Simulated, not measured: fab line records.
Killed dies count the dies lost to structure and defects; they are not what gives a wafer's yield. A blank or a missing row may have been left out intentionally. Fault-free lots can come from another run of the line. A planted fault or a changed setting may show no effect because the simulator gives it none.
Which of the tools did it? ; flow nand harc ; 6 lots with 18 wafers sampled at 5 steps, on a route of 1302 steps

== WHAT THE GAUGES SHOWED, per wafer ==
NHARC_END_SORT_01.
lot ; measured ; on ; killed at array

== EACH LOT AND THE TOOL THAT RAN IT (in order: tool; ch and the chambers of the sampled wafers; start) ==
lot;NHARC_A_CHANNEL_HOLE_D2_DEP_01;NHARC_THIN_TSV_PVD_51;NHARC_THIN_TSV_ETCH_59;NHARC_THIN_TSV_ETCH_36
L944;pecvd-04 ch 0,1,2, day 13 10:04;pvd sputter-01, day 24 06:40 or earlier;rie metal-01 ch 0,1, day 24 06:40;rie metal-01 ch 0,1, day 24 06:53
L947;pecvd-03 ch 1,2, day 14 15:11;pvd sputter-02, day 25 08:48 or earlier;rie metal-01 ch 0,1, day 25 08:48;rie metal-01 ch 0,1, day 25 09:04
L949;pecvd-02 ch 1,2, day 15 15:56;pvd sputter-02, day 26 18:22 or earlier;rie metal-01 ch 0,1, day 26 18:22;rie metal-01 ch 0,1, day 26 18:32
L958;pecvd-04 ch 0,2, day 19 12:40;pvd sputter-02, day 30 05:35 or earlier;rie metal-02 ch 0,1, day 30 05:35;rie metal-02 ch 0,1, day 30 05:51
L962;pecvd-02 ch 0,1,2, day 21 01:55;pvd sputter-02, day 32 08:49 or earlier;rie metal-02 ch 0,1, day 32 08:49;rie metal-02 ch 0,1, day 32 08:59
L964;pecvd-03 ch 0,2, day 22 00:49;pvd sputter-01, day 33 00:55 or earlier;rie metal-02 ch 0,1, day 33 00:55;rie metal-02 ch 0,1, day 33 01:08
- NHARC_A_CHANNEL_HOLE_D2_DEP_01: deposits SiON, target thk 140 nm.
- NHARC_THIN_TSV_PVD_51: deposits Cu, target thk 100 nm.
- NHARC_THIN_TSV_ETCH_59: etches the open film in Cl2/BCl3, target depth 880 nm, time 138.1 s.
- NHARC_THIN_TSV_ETCH_36: etches the open film in Cl2/BCl3, target depth 65 nm, time 18.571 s.

== THE ANSWER, worked out from the rows above alone ==
Rule: the usual values come from the lots themselves. The widest of any qualifying gaps counts: lots, ordered by their means at a reading, are off when they make up no more than a third of the lots, leave a main group of 4 or more, and stand apart from it by 3 or more times the standard deviation of that group's means. Not used: any main group whose means are identical at the precision the tables above print for the reading. A lot without any number at a reading at which 4 lots or more have one is off too. Any other lot the step has rows for is counted as sound.
No lot is off at any reading shown: from this, nothing can be told.

== WHAT THE SIMULATOR HAD INSERTED ==
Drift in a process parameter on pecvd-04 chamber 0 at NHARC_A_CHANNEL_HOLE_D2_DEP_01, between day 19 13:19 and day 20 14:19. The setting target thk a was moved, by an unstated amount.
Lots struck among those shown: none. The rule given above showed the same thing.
